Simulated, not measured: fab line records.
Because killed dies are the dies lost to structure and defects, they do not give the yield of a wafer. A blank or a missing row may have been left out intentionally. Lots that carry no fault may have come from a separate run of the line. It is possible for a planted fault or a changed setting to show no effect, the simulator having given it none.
A lot that was struck, set against a sound lot	flow nandHarc	14 steps out of a route of 1159
Sound: the wafers L309.1, L309.3, L309.5. Wafers struck: L313.1, L313.4, L313.6. The cause is named last.
At each step with rows: each side's tool, then ch and its chambers, then its first start. Under that, the readings that differ: sound wafers	struck wafers	difference of the means	sigmas: that difference in standard deviations of wafers without a fault.
alike: words and numbers the same on both sides, and readings whose means are apart by under 2 such deviations; not compared: readings that were withheld, readings missing a value for some wafer, numbers with overlapping values and no deviation given by the record, and bounds like >300 which may hide the same value.
A row with sigmas, a row that says differs or no value, or rows on one side alone: a step with any of these is where the two part. Numbers that have no deviation but don't overlap get no sigmas and don't part them. A reading that every wafer of one side lacks parts them only if that side has two wafers or more.

first, 5 steps without rows for these wafers: NHARC_A_ZERO_WELL_SOFTBAKE_05 (time 70 s); NHARC_A_ZERO_WELL_EBR_06; NHARC_A_ZERO_WELL_EXPOSE_07 (exposes mask A ZERO); NHARC_A_ZERO_WELL_PEB_08 (peb time 80 s); NHARC_A_ZERO_WELL_DEVELOP_09 (time 50 s).
NHARC_A_ZERO_WELL_CD_MEAS_10 targets a cd of 2000 nm.
  sound on cdSem-01 ch 0, day 6 19:48; struck on cdSem-01 ch 0, day 7 15:24
  alike: cdNm
then, 1 step without rows for these wafers: NHARC_A_ZERO_WELL_HARDBAKE_11 (time 65 s).
NHARC_A_ZERO_WELL_DESCUM_12: chemistry O2, time 3 s.
  sound on rieDiel-09 ch 1,2,3, day 6 19:58; struck on rieDiel-12 ch 0,2,3, day 7 15:34
  alike: drypumpMotorCurrentA, oesProductAu, rfVppV, showerheadPlenumPTorr, throttleValvePct
  not compared: rfHoursCounterH
NHARC_A_ZERO_WELL_ETCH_19: etches the open film in N2/H2, target depth 80 nm, overetch 24 nm, time 87.88 s.
  sound on rieDiel-09 ch 0,2,3, day 6 20:03; struck on rieDiel-12 ch 0,3, day 7 15:39
  alike: drypumpMotorCurrentA, oesProductAu, rfVppV, showerheadPlenumPTorr, throttleValvePct
  not compared: rfHoursCounterH
NHARC_A_ZERO_WELL_ETCH_13: etches the open film in HBr/Cl2, target depth 120 nm, time 40.1 s.
  sound on rieSi-03 ch 2,3, day 6 20:10; struck on rieSi-04 ch 0,1,3, day 7 15:47
  alike: drypumpMotorCurrentA, oesProductAu, throttleValvePct
  not compared: rfHoursCounterH
then, 1 step without rows for these wafers: NHARC_A_ZERO_WELL_STRIP_14 (strips in SPM, time 900 s).
NHARC_A_ZERO_WELL_IMPLANT_15:
  sound on implanter-02 ch 0, day 6 20:43; struck on implanter-01 ch 0, day 7 16:43
  alike: endStationPressureTorr
then, 2 steps without rows for these wafers: NHARC_A_ZERO_WELL_PRECLEAN_22 (cleans in SC1, time 60 s); NHARC_END_SORT_01.

WHERE THEY PART
Nowhere in this record.

WHY: whatever the simulator had introduced
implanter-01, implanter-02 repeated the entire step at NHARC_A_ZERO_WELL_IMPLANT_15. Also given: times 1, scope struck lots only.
